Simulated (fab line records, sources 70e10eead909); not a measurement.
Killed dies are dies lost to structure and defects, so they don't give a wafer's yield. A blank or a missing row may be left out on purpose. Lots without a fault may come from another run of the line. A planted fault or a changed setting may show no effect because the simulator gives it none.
Which tool did it? | flow nand_harc | 24 lots, 72 wafers sampled, at 5 steps of a route of 1159

WHAT THE GAUGES READ, wafer by wafer
NHARC_A_CHANNEL_HOLE_D1_CD_MEAS_30.
lot  | measured     | on        | cd_nm (nm)
L074 | day 8 17:23  | cd_sem-03 | 92.8 93.2 89.4
L075 | day 9 05:51  | cd_sem-02 | 93.8 94.8 90.4
L077 | day 9 06:14  | cd_sem-03 | 92.0 89.9 89.8
L076 | day 9 10:01  | cd_sem-01 | 86.9 92.1 89.2
L078 | day 9 14:58  | cd_sem-02 | 89.7 93.8 89.2
L079 | day 10 02:53 | cd_sem-02 | 91.6 88.6 91.0
L080 | day 10 11:22 | cd_sem-02 | 89.4 90.3 88.0
L081 | day 10 15:35 | cd_sem-01 | 89.7 89.8 89.0
L082 | day 10 11:58 | cd_sem-01 | 87.2 93.2 91.8
L084 | day 10 18:16 | cd_sem-02 | 92.8 87.9 90.9
L083 | day 10 22:41 | cd_sem-02 | 94.4 92.0 92.4
L086 | day 11 16:48 | cd_sem-02 | 86.7 89.5 87.1
L087 | day 11 17:11 | cd_sem-03 | 90.2 87.2 90.9
L085 | day 11 20:56 | cd_sem-02 | 89.7 89.5 92.1
L088 | day 12 04:17 | cd_sem-01 | 92.0 90.7 91.7
L089 | day 12 12:59 | cd_sem-02 | 89.8 89.5 89.5
L091 | day 12 19:04 | cd_sem-02 | 87.6 86.2 88.5
L090 | day 12 19:20 | cd_sem-02 | 88.0 87.9 91.6
L092 | day 12 22:46 | cd_sem-01 | 90.1 87.4 90.3
L094 | day 13 03:48 | cd_sem-02 | 87.4 90.8 87.7
L093 | day 13 02:57 | cd_sem-01 | 91.5 90.9 87.9
L095 | day 13 17:01 | cd_sem-02 | 93.0 91.8 92.2
L097 | day 14 09:56 | cd_sem-02 | 90.0 88.4 89.3
L096 | day 14 14:26 | cd_sem-03 | 87.7 90.1 87.5

WHICH TOOL RAN EACH LOT (tool, then ch and the chambers of the sampled wafers, then the start)
lot  | NHARC_P_M1_ANNEAL_31             | NHARC_P_M1_CMP_23             | NHARC_P_BONDPAD_ETCH_24                       | NHARC_A_CHANNEL_HOLE_D1_ETCH_22
L074 | rtp_anneal-02 ch 0, day 6 02:16  | cmp-01 ch 0,1,2, day 6 02:35  | rie_diel-01 ch 0,1,3, day 8 12:42 or earlier  | har_etch-01 ch 0,1, day 8 12:42
L075 | rtp_anneal-02 ch 0, day 6 16:04  | cmp-01 ch 0,2,3, day 6 16:23  | rie_diel-04 ch 0,2,3, day 9 01:17 or earlier  | har_etch-01 ch 0,1, day 9 01:17
L077 | rtp_anneal-02 ch 0, day 6 18:07  | cmp-03 ch 0,1,2, day 6 18:25  | rie_diel-04 ch 0,1,2, day 9 01:40 or earlier  | har_etch-02 ch 0,1, day 9 01:40
L076 | rtp_anneal-01 ch 0, day 6 18:13  | cmp-01 ch 0,1, day 6 18:35    | rie_diel-04 ch 0,1, day 9 05:27 or earlier    | har_etch-01 ch 0,1, day 9 05:27
L078 | rtp_anneal-02 ch 0, day 7 03:59  | cmp-03 ch 0,1,2, day 7 04:20  | rie_diel-12 ch 0,3, day 9 10:25 or earlier    | har_etch-01 ch 0,1, day 9 10:25
L079 | rtp_anneal-02 ch 0, day 7 16:31  | cmp-03 ch 0,3, day 7 16:53    | rie_diel-04 ch 0,3, day 9 22:10 or earlier    | har_etch-01 ch 0,1, day 9 22:10
L080 | rtp_anneal-01 ch 0, day 7 21:43  | cmp-03 ch 1,2, day 7 21:55    | rie_diel-01 ch 0,3, day 10 06:59 or earlier   | har_etch-02 ch 0,1, day 10 06:59
L081 | rtp_anneal-01 ch 0, day 7 22:05  | cmp-03 ch 0,2,3, day 7 22:19  | rie_diel-01 ch 1,2,3, day 10 11:03 or earlier | har_etch-02 ch 0,1, day 10 11:03
L082 | rtp_anneal-01 ch 0, day 8 02:23  | cmp-01 ch 0,1,2, day 8 02:44  | rie_diel-04 ch 0,2,3, day 10 07:25 or earlier | har_etch-01 ch 0, day 10 07:25
L084 | rtp_anneal-01 ch 0, day 8 07:42  | cmp-02 ch 0,2,3, day 8 07:58  | rie_diel-04 ch 2,3, day 10 13:22 or earlier   | har_etch-01 ch 0,1, day 10 13:22
L083 | rtp_anneal-02 ch 0, day 8 11:26  | cmp-03 ch 0,3, day 8 11:47    | rie_diel-04 ch 0,2,3, day 10 17:52 or earlier | har_etch-02 ch 0,1, day 10 17:52
L086 | rtp_anneal-01 ch 0, day 9 08:45  | cmp-01 ch 1,3, day 9 09:04    | rie_diel-04 ch 1,3, day 11 12:05 or earlier   | har_etch-02 ch 0,1, day 11 12:05
L087 | rtp_anneal-01 ch 0, day 9 10:00  | cmp-02 ch 0,1,2, day 9 10:15  | rie_diel-04 ch 0,1,3, day 11 12:49 or earlier | har_etch-01 ch 0,1, day 11 12:49
L085 | rtp_anneal-01 ch 0, day 9 10:13  | cmp-03 ch 1,2,3, day 9 10:30  | rie_diel-01 ch 0,1,2, day 11 16:21 or earlier | har_etch-02 ch 0,1, day 11 16:21
L088 | rtp_anneal-01 ch 0, day 9 19:41  | cmp-03 ch 0,3, day 9 19:58    | rie_diel-01 ch 0,1, day 11 23:44 or earlier   | har_etch-01 ch 0,1, day 11 23:44
L089 | rtp_anneal-01 ch 0, day 10 01:27 | cmp-01 ch 0,1,2, day 10 01:49 | rie_diel-04 ch 0,2,3, day 12 08:17 or earlier | har_etch-01 ch 0,1, day 12 08:17
L091 | rtp_anneal-02 ch 0, day 10 07:23 | cmp-01 ch 0,3, day 10 07:37   | rie_diel-04 ch 0,1,2, day 10 14:55            | har_etch-02 ch 0,1, day 12 14:08
L090 | rtp_anneal-01 ch 0, day 10 08:57 | cmp-03 ch 0,1,2, day 10 09:18 | rie_diel-12 ch 0,1,2, day 12 14:29 or earlier | har_etch-01 ch 0,1, day 12 14:29
L092 | rtp_anneal-02 ch 0, day 10 13:45 | cmp-03 ch 0,1,2, day 10 13:59 | rie_diel-01 ch 1,2,3, day 10 21:18            | har_etch-02 ch 0,1, day 12 18:17
L094 | rtp_anneal-01 ch 0, day 10 19:11 | cmp-02 ch 0,1,2, day 10 19:28 | rie_diel-12 ch 0,1,2, day 12 23:11 or earlier | har_etch-01 ch 0,1, day 12 23:11
L093 | rtp_anneal-02 ch 0, day 10 20:44 | cmp-03 ch 0,1,3, day 10 21:05 | rie_diel-12 ch 0,2,3, day 12 22:22 or earlier | har_etch-02 ch 0,1, day 12 22:22
L095 | rtp_anneal-02 ch 0, day 11 07:36 | cmp-02 ch 0,1, day 11 08:15   | rie_diel-12 ch 0,2,3, day 13 12:27 or earlier | har_etch-02 ch 0,1, day 13 12:27
L097 | rtp_anneal-01 ch 0, day 11 21:17 | cmp-01 ch 0,1,2, day 11 21:41 | rie_diel-04 ch 1,2, day 14 05:23 or earlier   | har_etch-02 ch 0,1, day 14 05:23
L096 | rtp_anneal-02 ch 0, day 11 21:54 | cmp-03 ch 0,1,2, day 11 22:15 | rie_diel-04 ch 0,1,2, day 14 09:27 or earlier | har_etch-02 ch 0,1, day 14 09:27
- NHARC_P_M1_ANNEAL_31: time 90 s.
- NHARC_P_M1_CMP_23: polishes, t overpolish 20 s, target thk 157.82 nm.
- NHARC_P_BONDPAD_ETCH_24: etches the open film in CF4/N2, target depth 30 nm, time 72.99 s.
- NHARC_A_CHANNEL_HOLE_D1_ETCH_22: etches the open film in C4F8/O2/Ar, time 666.7 s, target depth 1600 nm.

WHAT THE TOOLS THEMSELVES READ (means of the sampled wafers that have a number; where no wafer has one, the mark that the record gives instead)
NHARC_P_M1_ANNEAL_31.
lot  | tool          | wafer_temp_C_max
L074 | rtp_anneal-02 | 226.0
L075 | rtp_anneal-02 | 225.7
L077 | rtp_anneal-02 | 225.8
L076 | rtp_anneal-01 | 226.2
L078 | rtp_anneal-02 | 225.8
L079 | rtp_anneal-02 | 226.0
L080 | rtp_anneal-01 | 226.3
L081 | rtp_anneal-01 | 226.4
L082 | rtp_anneal-01 | 226.8
L084 | rtp_anneal-01 | 226.6
L083 | rtp_anneal-02 | 225.7
L086 | rtp_anneal-01 | 226.5
L087 | rtp_anneal-01 | 226.5
L085 | rtp_anneal-01 | 226.4
L088 | rtp_anneal-01 | 226.8
L089 | rtp_anneal-01 | 226.3
L091 | rtp_anneal-02 | 225.6
L090 | rtp_anneal-01 | 226.8
L092 | rtp_anneal-02 | 225.6
L094 | rtp_anneal-01 | 226.3
L093 | rtp_anneal-02 | 225.9
L095 | rtp_anneal-02 | 225.8
L097 | rtp_anneal-01 | 226.1
L096 | rtp_anneal-02 | 225.6

NHARC_P_M1_CMP_23.
lot  | tool   | motor_current_A (A) | retaining_ring_pressure_frac | time_to_endpoint_s (s)
L074 | cmp-01 | 13.0                | 0.995                        | 29.1
L075 | cmp-01 | 12.1                | 0.998                        | 26.0
L077 | cmp-03 | 11.0                | 1.000                        | 32.1
L076 | cmp-01 | 12.8                | 0.999                        | 25.4
L078 | cmp-03 | 10.7                | 0.995                        | 31.5
L079 | cmp-03 | 11.7                | 1.004                        | 27.2
L080 | cmp-03 | 11.0                | 0.998                        | 33.6
L081 | cmp-03 | 11.5                | 1.006                        | 29.6
L082 | cmp-01 | 13.2                | 1.003                        | 28.3
L084 | cmp-02 | 12.1                | 1.000                        | 29.5
L083 | cmp-03 | 11.5                | 1.004                        | 29.8
L086 | cmp-01 | 12.8                | 1.006                        | 26.4
L087 | cmp-02 | 12.3                | 1.002                        | 31.5
L085 | cmp-03 | 10.5                | 1.001                        | 27.3
L088 | cmp-03 | 11.3                | 1.000                        | 29.2
L089 | cmp-01 | 12.7                | 1.000                        | 27.9
L091 | cmp-01 | 11.4                | 1.002                        | 25.3
L090 | cmp-03 | 11.2                | 1.005                        | 29.8
L092 | cmp-03 | 11.1                | 1.000                        | 28.1
L094 | cmp-02 | 12.5                | 0.997                        | 34.8
L093 | cmp-03 | 11.4                | 0.993                        | 27.2
L095 | cmp-02 | 12.8                | 0.997                        | 27.7
L097 | cmp-01 | 12.9                | 1.002                        | 28.4
L096 | cmp-03 | 11.1                | 1.000                        | 31.3

NHARC_P_BONDPAD_ETCH_24.
lot  | tool        | bias_w (W) | drypump_motor_current_A (A) | oes_product_au (a.u.) | rf_vpp_V (V) | showerhead_plenum_p_Torr (Torr) | throttle_valve_pct (%)
L074 | rie_diel-01 | 99.7       | 5.8                         | 0.990                 | 313.1        | 2.53                            | 19.795
L075 | rie_diel-04 | 100.0      | 5.3                         | 0.984                 | 314.6        | 2.61                            | 19.789
L077 | rie_diel-04 | 100.0      | 5.5                         | 0.977                 | 315.7        | 2.64                            | 19.797
L076 | rie_diel-04 | 100.2      | 5.9                         | 0.971                 | 315.8        | 2.70                            | 19.801
L078 | rie_diel-12 | 99.8       | 5.7                         | 1.016                 | 311.7        | 2.47                            | 19.800
L079 | rie_diel-04 | 100.1      | 5.5                         | 0.983                 | 314.3        | 2.68                            | 19.793
L080 | rie_diel-01 | 100.0      | 5.8                         | 0.992                 | 312.2        | 2.51                            | 19.790
L081 | rie_diel-01 | 100.0      | 5.9                         | 0.988                 | 312.4        | 2.52                            | 19.789
L082 | rie_diel-04 | 99.9       | 5.3                         | 0.989                 | 313.4        | 2.61                            | 19.801
L084 | rie_diel-04 | 100.2      | 5.1                         | 0.988                 | 312.8        | 2.54                            | 19.799
L083 | rie_diel-04 | 99.8       | 5.3                         | 0.986                 | 313.7        | 2.61                            | 19.791
L086 | rie_diel-04 | 99.8       | 5.7                         | 0.985                 | 314.5        | 2.62                            | 19.793
L087 | rie_diel-04 | 100.0      | 5.7                         | 0.986                 | 315.7        | 2.67                            | 19.787
L085 | rie_diel-01 | 99.9       | 5.7                         | 0.979                 | 312.5        | 2.49                            | 19.797
L088 | rie_diel-01 | 100.2      | 5.7                         | 0.980                 | 313.1        | 2.53                            | 19.792
L089 | rie_diel-04 | 99.9       | 5.3                         | 0.970                 | 314.1        | 2.61                            | 19.797
L091 | rie_diel-04 | 100.0      | 5.4                         | 0.971                 | 314.5        | 2.64                            | 19.793
L090 | rie_diel-12 | 100.0      | 5.8                         | 1.004                 | 314.4        | 2.62                            | 19.791
L092 | rie_diel-01 | 99.9       | 5.9                         | 0.982                 | 312.3        | 2.51                            | 19.793
L094 | rie_diel-12 | 100.2      | 5.8                         | 1.011                 | 314.4        | 2.62                            | 19.793
L093 | rie_diel-12 | 99.9       | 5.8                         | 0.998                 | 312.6        | 2.59                            | 19.799
L095 | rie_diel-12 | 99.9       | 5.8                         | 1.009                 | 313.5        | 2.59                            | 19.791
L097 | rie_diel-04 | 99.8       | 5.2                         | 0.970                 | 313.9        | 2.58                            | 19.798
L096 | rie_diel-04 | 100.1      | 5.4                         | 0.981                 | 314.8        | 2.64                            | 19.798

NHARC_A_CHANNEL_HOLE_D1_ETCH_22.
lot  | tool        | drypump_motor_current_A (A) | o2_flow_sccm (sccm) | showerhead_plenum_p_Torr (Torr) | throttle_valve_pct (%)
L074 | har_etch-01 | 5.2                         | 35.65               | 3.83                            | 32.157
L075 | har_etch-01 | 5.2                         | 35.77               | 3.82                            | 32.157
L077 | har_etch-02 | 6.3                         | 35.63               | 3.84                            | 32.146
L076 | har_etch-01 | 5.5                         | 35.75               | 3.82                            | 32.150
L078 | har_etch-01 | 5.2                         | 35.72               | 3.82                            | 32.144
L079 | har_etch-01 | 5.5                         | 35.63               | 3.82                            | 32.146
L080 | har_etch-02 | 6.3                         | 35.59               | 3.84                            | 32.154
L081 | har_etch-02 | 6.2                         | 35.79               | 3.80                            | 32.156
L082 | har_etch-01 | 4.9                         | 35.68               | 3.81                            | 32.155
L084 | har_etch-01 | 5.2                         | 35.70               | 3.81                            | 32.151
L083 | har_etch-02 | 6.3                         | 35.84               | 3.80                            | 32.158
L086 | har_etch-02 | 6.2                         | 35.73               | 3.79                            | 32.148
L087 | har_etch-01 | 5.4                         | 35.68               | 3.81                            | 32.158
L085 | har_etch-02 | 6.3                         | 35.81               | 3.83                            | 32.156
L088 | har_etch-01 | 5.2                         | 35.72               | 3.80                            | 32.159
L089 | har_etch-01 | 5.2                         | 35.55               | 3.80                            | 32.157
L091 | har_etch-02 | 6.2                         | 35.70               | 3.79                            | 32.148
L090 | har_etch-01 | 5.5                         | 35.61               | 3.80                            | 32.154
L092 | har_etch-02 | 6.3                         | 35.77               | 3.82                            | 32.150
L094 | har_etch-01 | 5.2                         | 35.71               | 3.79                            | 32.157
L093 | har_etch-02 | 6.2                         | 35.74               | 3.78                            | 32.151
L095 | har_etch-02 | 6.3                         | 35.74               | 3.82                            | 32.154
L097 | har_etch-02 | 6.2                         | 35.77               | 3.78                            | 32.165
L096 | har_etch-02 | 6.2                         | 35.77               | 3.77                            | 32.154

THE ANSWER, worked out from the rows above alone
Rule: what is usual is taken from the lots themselves. Put in order of their means at a reading, lots are off if they are a third of the lots or fewer, leave a main group of 4 or more, and stand apart from it by a gap of 3 or more times the standard deviation of the main group's means; of several such gaps the widest counts. A main group whose means are all the same, to the digits that the tables above print for the reading, isn't used. A lot without any number at a reading at which 4 lots or more have one is off too. The other lots that the step has rows for count as sound. The gauges are gone through in route order, then the tools' own readings, and for those a lot's mean is taken as printed above. The first step at which some lot is off is used, and at that step the reading that is off furthest; a lot without a number counts as furthest.
No lot is off at any reading shown: from this, nothing can be told.

WHAT THE SIMULATOR HAD PUT IN
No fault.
